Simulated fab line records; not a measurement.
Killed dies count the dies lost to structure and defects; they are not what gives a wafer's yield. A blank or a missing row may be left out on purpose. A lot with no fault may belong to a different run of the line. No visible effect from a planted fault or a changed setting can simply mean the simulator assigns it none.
Matching of chambers / flow n5Finfet / rieDiel-05 running N5_BEOL_M5_VIA_ETCH_34: 4 sister chambers
The step etches SiCOH lowk in C4F6/O2, target depth 88.3 nm, time 39.2 s. 4 wafers are shown with their chamber, then 9 later ones without.

## WAFERS PAIRED WITH THEIR CHAMBERS
wafer=L084.1; chamber=2; rfVppV (V)=626
wafer=L084.4; chamber=3; rfVppV (V)=676
wafer=L088.4; chamber=0; rfVppV (V)=707
wafer=L088.6; chamber=1; rfVppV (V)=657

## WAFERS WITHOUT THEIR CHAMBER
wafer=L091.3; rfVppV (V)=678
wafer=L091.4; rfVppV (V)=658
wafer=L091.6; rfVppV (V)=706
wafer=L093.4; rfVppV (V)=627
wafer=L093.5; rfVppV (V)=656
wafer=L093.6; rfVppV (V)=705
wafer=L096.2; rfVppV (V)=676
wafer=L096.4; rfVppV (V)=704
wafer=L096.5; rfVppV (V)=626

## WHICH CHAMBER EACH ONE RAN IN
wafer=L091.3; from the rows above=3; in truth=3
wafer=L091.4; from the rows above=1; in truth=1
wafer=L091.6; from the rows above=0; in truth=0
wafer=L093.4; from the rows above=2; in truth=2
wafer=L093.5; from the rows above=1; in truth=1
wafer=L093.6; from the rows above=0; in truth=0
wafer=L096.2; from the rows above=3; in truth=3
wafer=L096.4; from the rows above=0; in truth=0
wafer=L096.5; from the rows above=2; in truth=2
Correctly placed: 9 of 9. Not placeable from these rows: 0. Wrongly placed: 0.
How it was worked out, from the rows above alone: a wafer's distance from a chamber is the root of the sum, over the readings, of the square of ((its reading less the chamber's mean) divided by the reading's scatter). The wafer belongs to the nearest chamber; if the next one is less than 2 further off, it can't be placed. Each chamber's mean is taken over the wafers shown for it. The scatter (one wafer shown for each chamber): square how far every hidden wafer sits from the nearest shown wafer, average those squares and take the square root.
